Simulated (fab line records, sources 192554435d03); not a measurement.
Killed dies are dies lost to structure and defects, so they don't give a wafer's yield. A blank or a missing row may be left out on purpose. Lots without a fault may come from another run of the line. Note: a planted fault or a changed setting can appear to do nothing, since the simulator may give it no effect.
fab line records -- flow n5_finfet
record: lots: 10, wafers: 28, last_day: 18
route steps=1938 shown BEOL_M13@1693 BEOL_M14@1716 PASSIVATION@1936
lots untouched by any fault: they come from a run of this same line in which no faults occurred
start_h: start of the lot's first displayed wafer, in hours after the record's first day -- wait_h: how many hours have passed since the lot's step before this one -- " unchanged from the row above -- L1.1+2: one row covering several wafers at once -- - value missing, or start not given -- * or withheld: withheld -- < > ~ a bound
route shown NAME@n: a module of which the file shows steps, and the number in the route of the first -- usual: mean/standard deviation of fault-free wafers -- same: alike in all rows -- chamber/n: place in a boat -- sites: per-site readings -- _std_site: standard deviation of those values -- _edge_site: outer sites' mean less inner sites' -- radius_mm: how far each site lies from the wafer's centre -- mask NAME#n: copy n -- behind: the most recent tool/chamber to have shaped the wafer -- hold: why the lot was held/for how many hours/how that ended -- device: the n, p or np transistor that did not switch -- end of line: the route-end tests of the same wafers -- for a step that has no rows: nothing shown but its recipe -- killed: count of dies lost to structure and defects at first sort (not the wafer's yield) -- map: shows each die of a wafer: x if killed, . if not, _ if none is there
set.NAME: the setting as run; set.NAME@STEP: as run at that earlier step -- model.NAME: the simulator's own value behind a step, which no gauge read
a sample of lots followed through the steps of the route, with each step as a table and each wafer as a row
services: when a tool's chamber went out of use (start_h, in hours from the record's first day, below 0 if earlier), for how many hours, and the reason
== steps ==
step: N5_BEOL_M13_ETCH_67
recipe: chemistry: CF4, target: SiARC, target_depth_a: 1430, time_s: 238.3, ion_energy_ev: 80, pressure_mtorr: 40, source_w: 545, bias_w: 36, Ar_flow_sccm: 100, cf4_flow_sccm: 100, ends: cleared
usual: drypump_motor_current_A: 5.9/0.35, etch_rf_on_time_s: 237.4/3, oes_product_au: 0.68/0.064, rf_fwd_power_W: 543.5/1.8, rf_vpp_V: 184.1/0.99, showerhead_plenum_p_Torr: 2.14/0.053, throttle_valve_pct: 15.6/0.3
lot.wafer,tool,chamber,start_h,wait_h,drypump_motor_current_A,etch_rf_on_time_s,oes_product_au,rf_fwd_power_W,rf_hours_counter_h,rf_vpp_V,showerhead_plenum_p_Torr,throttle_valve_pct
L418.1,rie_diel-06,2,236.30,0.0,5.2,235.1,0.70,544.3,95,184.2,2.16,15.8
L418.2,rie_diel-06,3,236.30,0.0,5.8,232.5,0.76,541.7,24,185.2,2.18,15.2
L418.5,rie_diel-06,0,236.30,0.0,5.7,238.9,0.59,543.8,-,184.4,2.19,15.7
L421.4,rie_diel-04,1,265.80,0.1,5.5,241.4,0.57,542.9,-,186.2,2.20,15.8
L421.5,rie_diel-04,2,265.80,0.1,5.6,239.0,0.67,544.3,-,182.9,2.06,15.6
L421.6,rie_diel-04,3,265.80,0.1,5.4,238.3,0.66,542.2,-,183.1,2.15,15.6
L427.2,rie_diel-04,0,307.16,0.0,6.3,235.3,0.74,541.3,35,184.0,2.10,15.7
L427.5,rie_diel-04,3,307.16,0.0,5.4,236.1,0.65,544.9,-,183.6,2.14,15.7
L427.6,rie_diel-04,2,307.16,0.0,5.7,236.1,0.66,541.6,-,184.6,2.06,15.6
L431.2,rie_diel-04,3,317.82,0.0,5.5,239.9,0.64,541.3,156,183.9,2.14,15.7
L431.6,rie_diel-04,3,317.82,0.0,5.5,240.9,0.64,542.5,-,184.9,2.14,15.6
L430.4,rie_diel-03,3,323.68,0.0,6.3,240.5,0.61,542.7,198,185.1,2.22,15.7
L430.5,rie_diel-03,2,323.68,0.0,6.3,235.5,0.73,545.0,-,180.7,2.09,15.4
L435.1,rie_diel-06,0,343.18,0.0,5.7,234.9,0.75,544.9,30,185.1,2.18,15.3
L435.4,rie_diel-06,2,343.18,0.0,5.2,237.0,0.66,541.8,132,183.7,2.15,15.9
L435.6,rie_diel-06,2,343.18,0.0,5.2,238.3,0.66,539.8,-,183.1,2.15,15.9
L433.2,rie_diel-03,2,348.20,0.0,6.3,236.1,0.72,543.8,70,183.3,2.09,15.4
L433.3,rie_diel-03,1,348.20,0.0,6.1,242.1,0.61,543.0,220,185.8,2.21,16.1
L433.6,rie_diel-03,2,348.20,0.0,6.3,236.7,0.72,546.9,-,183.5,2.09,15.4
L436.3,rie_diel-03,0,354.06,0.0,5.6,238.4,0.70,539.5,99,181.8,2.07,15.1
L436.4,rie_diel-03,2,354.06,0.0,6.3,235.3,0.72,543.4,71,182.6,2.09,15.4
L436.6,rie_diel-03,0,354.06,0.0,5.7,239.8,0.70,543.5,-,184.4,2.07,15.1
L438.1,rie_diel-03,3,367.54,0.0,6.3,236.8,0.61,544.2,213,185.4,2.21,15.7
L438.5,rie_diel-03,3,367.54,0.0,6.3,238.8,0.62,543.2,-,185.6,2.21,15.7
L438.6,rie_diel-03,2,367.54,0.0,6.3,233.3,0.71,545.9,-,183.9,2.08,15.4
L441.1,rie_diel-06,2,390.04,0.0,5.2,236.1,0.65,542.8,145,184.4,2.14,15.9
L441.2,rie_diel-06,1,390.04,0.0,5.9,236.9,0.80,538.4,22,184.5,2.10,15.7
L441.4,rie_diel-06,3,390.04,0.0,5.8,233.7,0.70,545.5,71,185.3,2.17,15.3
step: N5_BEOL_M13_DEGAS_41
recipe: ambient: vacuum, temp_c: 250, time_s: 60
usual: heater_power_w: 334/37
lot.wafer,tool,chamber,start_h,wait_h,heater_power_w
L418.1,pvd_sputter-01,-,237.37,0.0,341
L418.2,pvd_sputter-01,-,237.37,0.0,347
L418.5,pvd_sputter-01,-,237.37,0.0,252
L421.4,pvd_sputter-03,-,268.36,0.5,343
L421.5,pvd_sputter-03,-,268.36,0.5,366
L421.6,pvd_sputter-03,-,268.36,0.5,301
L427.2,pvd_sputter-01,-,311.70,0.3,343
L427.5,pvd_sputter-01,-,311.70,0.3,246
L427.6,pvd_sputter-01,-,311.70,0.3,342
L431.2,pvd_sputter-03,-,320.85,0.4,346
L431.6,pvd_sputter-03,-,320.85,0.4,333
L430.4,pvd_sputter-03,-,328.05,0.4,299
L430.5,pvd_sputter-03,-,328.05,0.4,347
L435.1,pvd_sputter-02,-,344.39,0.3,349
L435.4,pvd_sputter-02,-,344.39,0.3,374
L435.6,pvd_sputter-02,-,344.39,0.3,299
L433.2,pvd_sputter-02,-,350.31,0.3,303
L433.3,pvd_sputter-02,-,350.31,0.3,296
L433.6,pvd_sputter-02,-,350.31,0.3,357
L436.3,pvd_sputter-02,-,357.46,0.7,372
L436.4,pvd_sputter-02,-,357.46,0.7,308
L436.6,pvd_sputter-02,-,357.46,0.7,287
L438.1,pvd_sputter-03,-,368.65,0.2,300
L438.5,pvd_sputter-03,-,368.65,0.2,296
L438.6,pvd_sputter-03,-,368.65,0.2,366
L441.1,pvd_sputter-03,-,391.97,0.1,372
L441.2,pvd_sputter-03,-,391.97,0.1,339
L441.4,pvd_sputter-03,-,391.97,0.1,367
step: N5_BEOL_M13_INSPECT_55
recipe: inspect_instrument: darkfield, mode: post_dep
usual: raw_defect_count: 74/24
lot.wafer,tool,chamber,start_h,wait_h,raw_defect_count
L418.1,defect_inspect-01,-,238.77,0.0,71
L418.2,defect_inspect-01,-,238.77,0.0,51
L418.5,defect_inspect-01,-,238.77,0.0,59
L421.4,defect_inspect-02,-,269.64,0.0,93
L421.5,defect_inspect-02,-,269.64,0.0,85
L421.6,defect_inspect-02,-,269.64,0.0,79
L427.2,defect_inspect-01,-,313.98,0.0,72
L427.5,defect_inspect-01,-,313.98,0.0,68
L427.6,defect_inspect-01,-,313.98,0.0,41
L431.2,defect_inspect-02,-,322.50,0.0,72
L431.6,defect_inspect-02,-,322.50,0.0,88
L430.4,defect_inspect-02,-,329.32,0.0,66
L430.5,defect_inspect-02,-,329.32,0.0,45
L435.1,defect_inspect-01,-,345.66,0.0,74
L435.4,defect_inspect-01,-,345.66,0.0,66
L435.6,defect_inspect-01,-,345.66,0.0,93
L433.2,defect_inspect-01,-,352.35,0.0,74
L433.3,defect_inspect-01,-,352.35,0.0,100
L433.6,defect_inspect-01,-,352.35,0.0,93
L436.3,defect_inspect-02,-,358.89,0.0,88
L436.4,defect_inspect-02,-,358.89,0.0,75
L436.6,defect_inspect-02,-,358.89,0.0,34
L438.1,defect_inspect-01,-,370.17,0.0,53
L438.5,defect_inspect-01,-,370.17,0.0,62
L438.6,defect_inspect-01,-,370.17,0.0,61
L441.1,defect_inspect-01,-,393.37,0.0,96
L441.2,defect_inspect-01,-,393.37,0.0,90
L441.4,defect_inspect-01,-,393.37,0.0,57
step: N5_BEOL_M14_ILD_DEP_00
recipe: material: SiO2, target_thk_a: 11193, temp_c: 400, precursor: TEOS/O2, pressure_torr: 6.5, rf_w: 900, teos_flow_sccm: 161.4, gas: O2, flow_sccm: 2650, time_s: 237.4
usual: heater_power_outer_w: 300/71, heater_power_w: 572/100, rf_fwd_power_W: 898.1/2.5, run_length_s: 280.4/0.59, showerhead_plenum_p_Torr: 8.33/0.034, throttle_valve_pct: 18.7/0.97
lot.wafer,tool,chamber,start_h,wait_h,heater_power_outer_w,heater_power_w,rf_fwd_power_W,run_length_s,showerhead_plenum_p_Torr,since_wet_clean_h,throttle_valve_pct
L418.1,pecvd-01,1,238.81,0.0,253,479,896.0,281.0,8.30,1849,18.4
L418.2,pecvd-01,0,238.81,0.0,280,530,898.2,281.0,8.34,1124,20.3
L418.5,pecvd-01,1,238.81,0.0,289,523,899.7,280.5,8.29,-,18.3
L421.4,pecvd-01,0,269.75,0.1,364,644,896.5,280.8,8.32,-,20.2
L421.5,pecvd-01,2,269.75,0.1,271,573,898.7,279.8,8.37,-,18.2
L421.6,pecvd-01,1,269.75,0.1,308,548,898.3,280.5,8.31,-,18.4
L427.2,pecvd-01,1,314.02,0.0,221,448,897.7,280.5,8.30,1924,18.0
L427.5,pecvd-01,1,314.02,0.0,273,496,900.2,362.2,8.29,-,18.4
L427.6,pecvd-01,2,314.02,0.0,277,579,898.7,361.7,8.35,-,18.2
L431.2,pecvd-01,0,322.53,0.0,342,607,896.8,280.9,8.32,1208,20.1
L431.6,pecvd-01,2,322.53,0.0,174,440,897.2,362.3,8.38,-,18.4
L430.4,pecvd-01,0,329.43,0.1,388,666,897.1,281.0,8.32,-,20.0
L430.5,pecvd-01,1,329.43,0.1,194,419,900.3,362.5,8.31,-,18.1
L435.1,pecvd-04,2,345.69,0.0,337,602,894.5,280.5,8.39,652,17.9
L435.4,pecvd-04,0,345.69,0.0,315,561,898.2,280.2,8.35,-,20.1
L435.6,pecvd-04,1,345.69,0.0,303,525,901.7,281.6,8.37,-,17.8
L433.2,pecvd-04,1,352.39,0.0,286,496,896.5,281.6,8.37,2144,17.8
L433.3,pecvd-04,0,352.39,0.0,308,566,896.4,279.7,8.33,1419,20.4
L433.6,pecvd-04,2,352.39,0.0,373,670,896.0,280.3,8.36,-,17.8
L436.3,pecvd-02,2,358.92,0.0,301,654,899.7,280.4,8.27,128,18.0
L436.4,pecvd-02,0,358.92,0.0,252,510,895.8,279.9,8.34,-,19.0
L436.6,pecvd-02,1,358.92,0.0,395,700,901.9,279.8,8.33,-,19.2
L438.1,pecvd-02,0,370.20,0.0,186,407,902.3,280.5,8.34,893,18.9
L438.5,pecvd-02,2,370.20,0.0,333,706,897.4,280.7,8.28,-,18.0
L438.6,pecvd-02,0,370.20,0.0,241,484,903.2,280.0,8.35,-,19.1
L441.1,pecvd-02,2,393.41,0.0,367,762,904.0,280.5,8.27,162,17.9
L441.2,pecvd-02,0,393.41,0.0,224,453,898.3,279.7,8.34,916,19.2
L441.4,pecvd-02,1,393.41,0.0,428,701,898.2,279.9,8.36,-,19.0
step: N5_BEOL_M14_THK_MEAS_01
recipe: reads: SiO2_of_BEOL_M14_ILD_DEP_00
usual: M14_ILD_THK: 1128/13
lot.wafer,tool,chamber,start_h,wait_h,M14_ILD_THK[nm]
L418.1,film_metro-01,-,239.00,0.1,1117
L418.2,film_metro-01,-,239.00,0.1,1113
L418.5,film_metro-01,-,239.00,0.1,1137
L421.4,film_metro-02,-,269.86,0.0,1154
L421.5,film_metro-02,-,269.86,0.0,1148
L421.6,film_metro-02,-,269.86,0.0,1133
L427.2,film_metro-02,-,314.21,0.1,1129
L427.5,film_metro-02,-,314.21,0.1,1528
L427.6,film_metro-02,-,314.21,0.1,1529
L431.2,film_metro-02,-,322.72,0.1,1132
L431.6,film_metro-02,-,322.72,0.1,1523
L430.4,film_metro-02,-,329.54,0.0,1149
L430.5,film_metro-02,-,329.54,0.0,1523
L435.1,film_metro-02,-,345.88,0.1,1120
L435.4,film_metro-02,-,345.88,0.1,1137
L435.6,film_metro-02,-,345.88,0.1,1135
L433.2,film_metro-01,-,352.58,0.1,1120
L433.3,film_metro-01,-,352.58,0.1,1115
L433.6,film_metro-01,-,352.58,0.1,1145
L436.3,film_metro-01,-,359.11,0.1,1122
L436.4,film_metro-01,-,359.11,0.1,1139
L436.6,film_metro-01,-,359.11,0.1,1134
L438.1,film_metro-01,-,370.39,0.1,1128
L438.5,film_metro-01,-,370.39,0.1,1149
L438.6,film_metro-01,-,370.39,0.1,1148
L441.1,film_metro-01,-,393.60,0.1,1124
L441.2,film_metro-01,-,393.60,0.1,1133
L441.4,film_metro-01,-,393.60,0.1,1125
step: N5_PASSIVATION_PROBE_49
usual: defect_limited_yield: 91.2/1.6, killed_at_M0_to_M3: 33/11, killed_at_M4_up: 15/6.2, killed_at_contacts: 15/7.1, killed_at_front_end: 38/12, killed_at_other: 4/3.5, killed_dies: 104/19, killed_open: 69/14, killed_short: 34/8.5, sort_bin_5_function: 5.2/0.99, sort_bin_6_memory: 3.3/0.77, sort_n_pass: 1076/19, sort_yield_pct: 91.2/1.6
same: gross_dies: 1180, killed_at_back_side: 0, sort_bin_4_leakage[%]: 0, sort_bin_8_speed[%]: 0
lot.wafer,tool,chamber,start_h,wait_h,defect_limited_yield[%],killed_at_M0_to_M3,killed_at_M4_up,killed_at_contacts,killed_at_front_end,killed_at_other,killed_dies,killed_open,killed_short,sort_bin_5_function[%],sort_bin_6_memory[%],sort_n_pass,sort_yield_pct[%]
L430.4,prober-01,-,354.91,0.2,92.1,33,11,10,35,4,93,65,28,5.0,2.5,1087,92.1
L430.5,prober-01,-,354.96,0.2,92.5,25,15,8,28,13,89,63,26,4.4,2.9,1091,92.5
L435.1,prober-01,-,374.39,0.0,92.5,35,17,11,24,2,89,57,32,4.6,2.7,1091,92.5
L435.4,prober-01,-,374.54,0.2,94.2,24,11,13,19,2,69,40,26,3.9,1.6,1111,94.2
L435.6,prober-01,-,374.64,0.3,93.0,30,13,9,28,3,83,53,29,4.1,2.9,1097,93.0
killed by level:class
L430.4 BEOL_M2:geometric_particle:open=13 BEOL_M3:geometric_particle:open=9 FIN_SAQP:geometric_particle:open=8 MOL_CONTACT_COAG:geometric_particle:open=7 BEOL_M4:geometric_particle:open=6 GATE_CUT:geometric_particle:short=5 STI_FIN_REVEAL:geometric_particle:open=4 ILD0:geometric_particle:open=4
L430.5 STI_FIN_REVEAL:geometric_particle:open=8 BEOL_M3:geometric_particle:open=8 BEOL_M2:geometric_particle:open=7 GATE_CUT:geometric_particle:short=6 MOL_CONTACT_COAG:geometric_particle:open=6 BEOL_M0_SAQP:geometric_particle:short=5 BEOL_M6:geometric_particle:open=4 DUMMY_GATE:geometric_particle:open=3
L435.1 BEOL_M0_SAQP:geometric_particle:short=11 BEOL_M4:geometric_particle:open=11 MOL_CONTACT_COAG:geometric_particle:open=9 BEOL_M0_SAQP:geometric_particle:open=9 FIN_SAQP:geometric_particle:short=7 BEOL_M1:geometric_particle:open=7 DUMMY_GATE:geometric_particle:open=5 FIN_SAQP:geometric_particle:open=3
L435.4 MOL_CONTACT_COAG:geometric_particle:open=12 BEOL_M0_SAQP:geometric_particle:short=9 BEOL_M2:geometric_particle:open=5 STI_FIN_REVEAL:geometric_particle:open=4 BEOL_M2:geometric_particle:short=4 BEOL_M4:geometric_particle:open=4 STARTING-WAFER:geometric_particle:open=4 FIN_SAQP:geometric_particle:short=3
L435.6 BEOL_M0_SAQP:geometric_particle:open=9 MOL_CONTACT_COAG:geometric_particle:open=9 STI_FIN_REVEAL:geometric_particle:open=7 BEOL_M0_SAQP:geometric_particle:short=7 FIN_SAQP:geometric_particle:short=6 BEOL_M0:geometric_particle:open=5 STARTING-WAFER:geometric_particle:short=5 BEOL_M1:geometric_particle:open=4
== services ==
tool,chamber,start_h,hours,kind
pecvd-01,2,244.65,5.5,scheduled_down
rie_diel-06,0,255.87,-,clean
rie_diel-06,0,255.87,-,consumable_replace:focus_ring
rie_diel-06,0,255.87,11.8,scheduled_down
rie_diel-06,0,255.87,11.8,vent_cycle
pecvd-01,-,256.49,0.9,repair
pecvd-01,0,266.89,2.1,scheduled_down
rie_diel-03,0,268.67,3.8,repair
rie_diel-04,0,271.49,3.0,repair
rie_diel-04,0,283.51,6.1,repair
rie_diel-06,1,286.23,-,clean
rie_diel-06,1,286.23,-,consumable_replace:focus_ring
rie_diel-04,2,291.59,9.0,repair
rie_diel-04,1,299.71,3.5,repair
rie_diel-04,1,303.62,-,clean
rie_diel-04,1,303.62,-,consumable_replace:focus_ring
pecvd-02,-,310.09,0.5,repair
rie_diel-04,3,313.50,3.9,repair
pvd_sputter-03,-,316.18,2.9,repair
rie_diel-04,2,319.23,6.4,repair
pecvd-02,2,321.45,2.1,scheduled_down
pecvd-02,-,326.05,14.6,pm
rie_diel-04,3,368.70,1.9,repair
rie_diel-04,-,378.32,0.1,repair
== key ==
first_sign: step: N5_BEOL_M14_ILD_DEP_00, reading: run_length_s, direction: up, sigmas: 99+, usual: *, struck: *
effect: step: N5_BEOL_M14_THK_MEAS_01, reading: M14_ILD_THK, direction: up, sigmas: 30, usual: 1128, struck: 1526
met_at N5_BEOL_M14_ILD_DEP_00
struck_lots L427,L430,L431
struck_wafers L427.5,L427.6,L430.5,L431.6
not_acting_at N5_BEOL_M13_ETCH_67,N5_BEOL_M13_DEGAS_41,N5_BEOL_M13_INSPECT_55
onset_between 269.75 314.02
fault: kind: process_parameter_drift, tool: pecvd-01, chamber: -, onset_h: 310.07, steps: N5_BEOL_M14_ILD_DEP_00, channel: time_s, offset: *, shape: step, end_h: 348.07, scope: struck_wafers_only, acts_in: *, stated: *
